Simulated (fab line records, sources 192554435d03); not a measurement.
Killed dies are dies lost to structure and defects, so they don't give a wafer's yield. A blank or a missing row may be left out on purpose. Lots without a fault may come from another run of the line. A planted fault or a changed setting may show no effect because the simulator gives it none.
Split-lot experiment | flow n5_finfet | 7 lots, 39 wafers read, on a route of 1938 steps

THE SPLIT
At N5_BEOL_M13_SPUTTER_43 (material TaN, target thk 15 nm, time 24.19 s), the setting time_s was moved away from the recipe's 24.19 s on 15 of the 39 wafers read, by -55.9% to +59.4%. The other wafers ran this setting at the recipe's value.

FROM THE SPLIT TO THE READING: what the file shows between them, 4 steps
- N5_BEOL_M13_SPUTTER_44: material Ta, target thk 10 nm, time 16.13 s
- N5_BEOL_M13_SPUTTER_45: material Cu, target thk 80 nm, time 13.33 s
- N5_BEOL_M13_ECD_47: material Cu, target thk 936 nm
- N5_BEOL_M13_ANNEAL_48: time 90 s

THE READING
barrier_field_endpoint_s, in s, at N5_BEOL_M13_CMP_49 (polishes, stops on SiOC, t overpolish 17.1 s, target thk 420 nm). Fault-free wafers of this fab line usually give 30.3 s, standard deviation 0.7 s.

wafer  | tool, chamber at the split | time_s as run, s | against the recipe | barrier_field_endpoint_s, s | against lot-mates on the recipe
L074.4 | pvd_sputter-03, -          | 10.66            | -55.9%             | 20.1                        | -10.3
L074.1 | pvd_sputter-03, -          | 24.19            | recipe             | 30.3                        | -
L074.2 | pvd_sputter-03, -          | 24.19            | recipe             | 30.7                        | -
L074.3 | pvd_sputter-03, -          | 10.66            | -55.9%             | 20.5                        | -9.9
L074.6 | pvd_sputter-03, -          | 10.66            | -55.9%             | 20.8                        | -9.6
L074.5 | pvd_sputter-03, -          | 24.19            | recipe             | 30.2                        | -
L075.2 | pvd_sputter-01, -          | 24.19            | recipe             | 29.2                        | -
L075.6 | pvd_sputter-01, -          | 24.19            | recipe             | 29.5                        | -
L075.5 | pvd_sputter-01, -          | 24.19            | recipe             | 30.1                        | -
L079.3 | pvd_sputter-03, -          | 28.4             | +17.4%             | 33.0                        | +2.2
L079.2 | pvd_sputter-03, -          | 28.4             | +17.4%             | 32.8                        | +2.0
L079.1 | pvd_sputter-03, -          | 24.19            | recipe             | 31.1                        | -
L079.4 | pvd_sputter-03, -          | 24.19            | recipe             | 30.5                        | -
L079.5 | pvd_sputter-03, -          | 28.4             | +17.4%             | 34.5                        | +3.7
L079.6 | pvd_sputter-03, -          | 24.19            | recipe             | 30.7                        | -
L082.4 | pvd_sputter-02, -          | 24.19            | recipe             | 30.0                        | -
L082.1 | pvd_sputter-02, -          | 38.57            | +59.4%             | 41.6                        | +11.3
L082.2 | pvd_sputter-02, -          | 24.19            | recipe             | 30.3                        | -
L082.3 | pvd_sputter-02, -          | 38.57            | +59.4%             | 41.4                        | +11.1
L082.6 | pvd_sputter-02, -          | 24.19            | recipe             | 30.5                        | -
L082.5 | pvd_sputter-02, -          | 38.57            | +59.4%             | 40.6                        | +10.3
L087.3 | pvd_sputter-03, -          | 24.19            | recipe             | 30.1                        | -
L087.4 | pvd_sputter-03, -          | 24.19            | recipe             | 30.5                        | -
L087.2 | pvd_sputter-03, -          | 24.19            | recipe             | 30.7                        | -
L087.1 | pvd_sputter-03, -          | 24.19            | recipe             | 30.4                        | -
L087.5 | pvd_sputter-03, -          | 24.19            | recipe             | 30.8                        | -
L087.6 | pvd_sputter-03, -          | 24.19            | recipe             | 30.5                        | -
L095.4 | pvd_sputter-02, -          | 19.51            | -19.3%             | 28.0                        | -2.9
L095.2 | pvd_sputter-02, -          | 19.51            | -19.3%             | 27.7                        | -3.2
L095.3 | pvd_sputter-02, -          | 24.19            | recipe             | 30.6                        | -
L095.1 | pvd_sputter-02, -          | 19.51            | -19.3%             | 27.3                        | -3.6
L095.6 | pvd_sputter-02, -          | 24.19            | recipe             | 31.0                        | -
L095.5 | pvd_sputter-02, -          | 24.19            | recipe             | 31.0                        | -
L097.4 | pvd_sputter-01, -          | 28.78            | +19.0%             | 34.2                        | +3.7
L097.1 | pvd_sputter-01, -          | 28.78            | +19.0%             | 34.1                        | +3.6
L097.3 | pvd_sputter-01, -          | 28.78            | +19.0%             | 33.3                        | +2.8
L097.2 | pvd_sputter-01, -          | 24.19            | recipe             | 30.7                        | -
L097.5 | pvd_sputter-01, -          | 24.19            | recipe             | 30.7                        | -
L097.6 | pvd_sputter-01, -          | 24.19            | recipe             | 30.1                        | -

THE FIT
A straight line over all 39 wafers: barrier_field_endpoint_s changes by +0.178 s for each +1% of time_s; r = +0.99; the points scatter about the line by 0.5 s.
The same after taking each lot's own level away (the mean of its wafers on the recipe; 39 wafers): +0.179 s for each +1%; r = +1.00; scatter 0.4 s.
On that fit, the largest move of time_s shifts the reading by 11 s.
The lots' own levels span 29.60 to 30.87 s, that is 1.8 times the standard deviation above.
So the lot-to-lot level changes the slope little: the two slopes agree.
Check: with one of the wafers moved furthest among these (+59.4%) left out of the fit, the line predicts +10.5 s for it against its lot-mates. It came out at +11.3 s against them.

OTHER SPLITS ON THESE WAFERS
These wafers also went through other splits before the reading. Each is held against what the fit with the lots' levels taken away leaves over:
other split on the same wafers    | wafers away from the commonest value | r with barrier_field_endpoint_s (lot level and that fit taken away)
N5_BEOL_M11_TRENCH_ETCH_37 time_s | 15                                   | +0.08

THE WHOLE CHAIN: every reading that the file lists as answering this split, in the file's order
step                   | what it does                                                    | reading                                                                            | change (the file's fit)               | r (the file's)
N5_BEOL_M13_SPUTTER_43 | material TaN, target thk 15 nm, time 24.19 s                    | TaN_of_BEOL_M13_SPUTTER_43.thk_nm (the simulator's own value, which no gauge read) | +0.151 nm for each +1% of the setting | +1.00
N5_BEOL_M13_CMP_49     | polishes, stops on SiOC, t overpolish 17.1 s, target thk 420 nm | barrier_field_endpoint_s                                                           | +0.179 s for each +1% of the setting  | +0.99

THE FILE'S OWN FIT
barrier_field_endpoint_s changes by +0.179 s for each +1% of time_s, r = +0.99.
